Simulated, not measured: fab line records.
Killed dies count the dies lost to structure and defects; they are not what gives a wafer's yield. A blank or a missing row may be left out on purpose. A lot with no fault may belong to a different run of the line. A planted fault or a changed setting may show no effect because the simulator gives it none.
Chamber matching :: flow n5 finfet :: pecvd-01 running N5_BEOL_M9_ILD_DEP_00: 3 sister chambers
The step deposits SiCOH lowk from DEMS/porogen, target thk 308.51 nm, time 58 s. 3 wafers are shown with their chamber, then 12 later ones without.

## EACH WAFER AND ITS CHAMBER
wafer: L086.5
chamber: 0
showerhead vpp V (V): 1432

wafer: L091.5
chamber: 2
showerhead vpp V (V): 1370

wafer: L091.6
chamber: 1
showerhead vpp V (V): 1376

## WAFERS WITH NO CHAMBER GIVEN
wafer: L090.1
showerhead vpp V (V): 1476

wafer: L090.3
showerhead vpp V (V): 1392

wafer: L090.5
showerhead vpp V (V): 1370

wafer: L092.1
showerhead vpp V (V): 1443

wafer: L092.2
showerhead vpp V (V): 1372

wafer: L092.3
showerhead vpp V (V): 1388

wafer: L097.3
showerhead vpp V (V): 1448

wafer: L097.4
showerhead vpp V (V): 1389

wafer: L097.5
showerhead vpp V (V): 1456

wafer: L095.1
showerhead vpp V (V): 1378

wafer: L095.4
showerhead vpp V (V): 1371

wafer: L095.6
showerhead vpp V (V): 1362

## WHICH CHAMBER EACH ONE RAN IN
wafer: L090.1
from the rows above: 0
in truth: 0

wafer: L090.3
from the rows above: can't be placed: 1 or 2 or 0
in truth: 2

wafer: L090.5
from the rows above: can't be placed: 2 or 1
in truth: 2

wafer: L092.1
from the rows above: 0
in truth: 0

wafer: L092.2
from the rows above: can't be placed: 2 or 1
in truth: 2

wafer: L092.3
from the rows above: can't be placed: 1 or 2 or 0
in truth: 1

wafer: L097.3
from the rows above: 0
in truth: 0

wafer: L097.4
from the rows above: can't be placed: 1 or 2 or 0
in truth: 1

wafer: L097.5
from the rows above: 0
in truth: 0

wafer: L095.1
from the rows above: can't be placed: 1 or 2
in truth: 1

wafer: L095.4
from the rows above: can't be placed: 2 or 1
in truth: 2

wafer: L095.6
from the rows above: can't be placed: 2 or 1
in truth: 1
Correct placement for 4 of the 12. Cannot be placed on the basis of these rows: 8; the candidates contain the true chamber in 8. Placed wrongly: 0.
How it was worked out, from the rows above alone: a wafer's distance from a chamber is the root of the sum, over the readings, of the square of ((its reading less the chamber's mean) divided by the reading's scatter). If the next closest chamber is less than 2 further off than the closest, the wafer can't be placed; otherwise it belongs to the closest. A chamber's mean is the mean of its shown wafers. The scatter (one wafer shown for each chamber): square how far every hidden wafer sits from the nearest shown wafer, average those squares and take the square root.
